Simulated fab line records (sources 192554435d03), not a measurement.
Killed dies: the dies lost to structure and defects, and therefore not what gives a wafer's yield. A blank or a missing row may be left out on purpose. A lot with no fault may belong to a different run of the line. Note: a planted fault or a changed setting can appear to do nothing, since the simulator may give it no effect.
Split-lot study :: flow n5-finfet :: 21 wafers read across 7 lots, on a route 1938 steps long

== SPLIT DETAILS ==
At N5_BEOL_M5_ETCH_68 (etches SOC in N2/H2, target depth 80 nm, overetch 16 nm, time 120 s), the setting bias-w was moved away from the recipe's 150 W on 10 of the 21 wafers read, by -8.2% to +17.1%. For the rest of the wafers, this setting stayed at what the recipe calls for.

The split's own step is where the reading is taken.

== THE READING ==
rf-vpp-V, in V, at N5_BEOL_M5_ETCH_68 (etches SOC in N2/H2, target depth 80 nm, overetch 16 nm, time 120 s). On this fab line, fault-free wafers typically give 523.9 V with a standard deviation of 2.4 V.

wafer: L081.3
tool, chamber at the split: rie-diel-03, 2
bias-w as run, W: 150
against the recipe: recipe
rf-vpp-V, V: 524.5
against lot-mates on the recipe: -

wafer: L081.4
tool, chamber at the split: rie-diel-03, 3
bias-w as run, W: 175.1
against the recipe: +16.7%
rf-vpp-V, V: 576.4
against lot-mates on the recipe: +51.9

wafer: L081.6
tool, chamber at the split: rie-diel-03, 2
bias-w as run, W: 175.1
against the recipe: +16.7%
rf-vpp-V, V: 579.7
against lot-mates on the recipe: +55.2

wafer: L083.2
tool, chamber at the split: rie-diel-06, 0
bias-w as run, W: 167.7
against the recipe: +11.8%
rf-vpp-V, V: 565.2
against lot-mates on the recipe: +40.3

wafer: L083.4
tool, chamber at the split: rie-diel-06, 2
bias-w as run, W: 150
against the recipe: recipe
rf-vpp-V, V: 524.9
against lot-mates on the recipe: -

wafer: L083.6
tool, chamber at the split: rie-diel-06, 1
bias-w as run, W: 167.7
against the recipe: +11.8%
rf-vpp-V, V: 560.8
against lot-mates on the recipe: +35.9

wafer: L087.2
tool, chamber at the split: rie-diel-01, 1
bias-w as run, W: 175.7
against the recipe: +17.1%
rf-vpp-V, V: 584.1
against lot-mates on the recipe: +59.6

wafer: L087.5
tool, chamber at the split: rie-diel-01, 2
bias-w as run, W: 150
against the recipe: recipe
rf-vpp-V, V: 524.5
against lot-mates on the recipe: -

wafer: L087.6
tool, chamber at the split: rie-diel-01, 3
bias-w as run, W: 175.7
against the recipe: +17.1%
rf-vpp-V, V: 580.2
against lot-mates on the recipe: +55.7

wafer: L088.1
tool, chamber at the split: rie-diel-03, 1
bias-w as run, W: 150
against the recipe: recipe
rf-vpp-V, V: 526.0
against lot-mates on the recipe: -

wafer: L088.3
tool, chamber at the split: rie-diel-03, 0
bias-w as run, W: 150
against the recipe: recipe
rf-vpp-V, V: 522.8
against lot-mates on the recipe: -

wafer: L088.5
tool, chamber at the split: rie-diel-03, 0
bias-w as run, W: 150
against the recipe: recipe
rf-vpp-V, V: 521.0
against lot-mates on the recipe: -

wafer: L097.3
tool, chamber at the split: rie-diel-03, 0
bias-w as run, W: 150
against the recipe: recipe
rf-vpp-V, V: 521.2
against lot-mates on the recipe: -

wafer: L097.5
tool, chamber at the split: rie-diel-03, 2
bias-w as run, W: 150
against the recipe: recipe
rf-vpp-V, V: 524.5
against lot-mates on the recipe: -

wafer: L097.6
tool, chamber at the split: rie-diel-03, 3
bias-w as run, W: 137.7
against the recipe: -8.2%
rf-vpp-V, V: 493.3
against lot-mates on the recipe: -29.6

wafer: L095.2
tool, chamber at the split: rie-diel-01, 3
bias-w as run, W: 143.2
against the recipe: -4.5%
rf-vpp-V, V: 509.3
against lot-mates on the recipe: -19.7

wafer: L095.3
tool, chamber at the split: rie-diel-01, 1
bias-w as run, W: 150
against the recipe: recipe
rf-vpp-V, V: 529.0
against lot-mates on the recipe: -

wafer: L095.4
tool, chamber at the split: rie-diel-01, 2
bias-w as run, W: 143.2
against the recipe: -4.5%
rf-vpp-V, V: 509.3
against lot-mates on the recipe: -19.7

wafer: L089.1
tool, chamber at the split: rie-diel-03, 0
bias-w as run, W: 150
against the recipe: recipe
rf-vpp-V, V: 520.6
against lot-mates on the recipe: -

wafer: L089.2
tool, chamber at the split: rie-diel-03, 1
bias-w as run, W: 150
against the recipe: recipe
rf-vpp-V, V: 524.9
against lot-mates on the recipe: -

wafer: L089.5
tool, chamber at the split: rie-diel-03, 0
bias-w as run, W: 174.9
against the recipe: +16.6%
rf-vpp-V, V: 574.4
against lot-mates on the recipe: +51.6

FIT RESULTS
A straight line over all 21 wafers: rf-vpp-V changes by +3.3 V for each +1% of bias-w; r = +1.00; the points scatter about the line by 2.5 V.
The same after taking each lot's own level away (the mean of its wafers on the recipe; 21 wafers): +3.34 V for each +1%; r = +1.00; scatter 2.3 V.
Per that fit: largest bias-w move, reading shift of 57 V.
The lots' own levels span 522.75 to 529.00 V, that is 2.6 times the standard deviation above.
Consequently the slope shifts little with the lot-to-lot level, the two slopes agreeing.
Check: for one of the wafers moved furthest among these (+17.1%), held out of the fit, the line's prediction against its lot-mates is +55.5 V. Against them it came out at +59.6 V.
Tool readings at the split's step, against how far the setting was moved: rf-vpp-V r = +1.00.

== OTHER SPLITS ON THESE WAFERS ==
Other splits were also applied to these wafers ahead of the reading. Each is held against what the fit with the lots' levels taken away leaves over:
other split on the same wafers: N5_BEOL_M4_DESCUM_16 time-s
wafers away from the commonest value: 6
r with rf-vpp-V (lot level and that fit taken away): -0.27

other split on the same wafers: N5_BEOL_M4_COAT_68 spin-rpm
wafers away from the commonest value: 5
r with rf-vpp-V (lot level and that fit taken away): +0.29

other split on the same wafers: N5_BEOL_M5_COAT_71 spin-rpm
wafers away from the commonest value: 7
r with rf-vpp-V (lot level and that fit taken away): +0.60

other split on the same wafers: N5_BEOL_M5_COAT_05 spin-rpm
wafers away from the commonest value: 4
r with rf-vpp-V (lot level and that fit taken away): +0.04

other split on the same wafers: N5_BEOL_M5_COAT_22 spin-rpm
wafers away from the commonest value: 6
r with rf-vpp-V (lot level and that fit taken away): -0.01

== THE WHOLE CHAIN: every reading that the file lists as answering this split, in the file's order ==
step: N5_BEOL_M5_ETCH_68
what it does: etches SOC in N2/H2, target depth 80 nm, overetch 16 nm, time 120 s
reading: rf-vpp-V
change (the file's fit): +3.27 V for each +1% of the setting
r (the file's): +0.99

step: N5_BEOL_M5_ETCH_68
what it does: etches SOC in N2/H2, target depth 80 nm, overetch 16 nm, time 120 s
reading: SiARC_of_BEOL_M5_COAT_66.thk-nm (the simulator's own value, which no gauge read)
change (the file's fit): -0.0687 nm for each +1% of the setting
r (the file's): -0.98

== FILE'S OWN FIT ==
rf-vpp-V changes by +3.27 V for each +1% of bias-w, r = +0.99.
